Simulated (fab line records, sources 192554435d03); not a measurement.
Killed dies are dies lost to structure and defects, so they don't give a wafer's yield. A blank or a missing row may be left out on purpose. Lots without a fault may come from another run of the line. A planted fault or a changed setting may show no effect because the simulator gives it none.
Chamber matching | flow n5_finfet | N5_BEOL_M0_SAQP_HM_OPEN_112 on rie_diel-03: 4 sister chambers
The step chemistry CHF3/O2, target SiO2, stops on a-Si, target depth 12 nm, time 13.5 s. 4 wafers are shown with their chamber, then 8 later ones without.

WAFERS WITH THEIR CHAMBER
wafer  | chamber | drypump_motor_current_A (A)
L081.1 | 3       | 5.6
L084.1 | 1       | 6.0
L084.4 | 2       | 5.5
L091.1 | 0       | 6.4

WAFERS WITHOUT THEIR CHAMBER
wafer  | drypump_motor_current_A (A)
L091.2 | 6.0
L091.4 | 5.4
L092.1 | 6.1
L092.2 | 6.4
L092.6 | 6.1
L097.2 | 5.6
L097.5 | 5.5
L097.6 | 5.6

WHICH CHAMBER EACH WENT THROUGH
wafer  | from the rows above     | in truth
L091.2 | 1                       | 1
L091.4 | can't be placed: 2 or 3 | 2
L092.1 | 1                       | 1
L092.2 | 0                       | 0
L092.6 | 1                       | 1
L097.2 | can't be placed: 3 or 2 | 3
L097.5 | can't be placed: 2 or 3 | 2
L097.6 | can't be placed: 3 or 2 | 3
Placed correctly: 4 of 8. Can't be placed from these rows: 4 (the true chamber is among the candidates in 4). Placed wrongly: 0.
How it was worked out, from the rows above alone: a wafer's distance from a chamber is the root of the sum, over the readings, of the square of ((its reading less the chamber's mean) divided by the reading's scatter). The wafer belongs to the nearest chamber; if the next one is less than 2 further off, it can't be placed. A chamber's mean is the mean of its shown wafers. The scatter: with one shown wafer a chamber, the root of the mean of the squares of how far each hidden wafer lies from its nearest shown one.
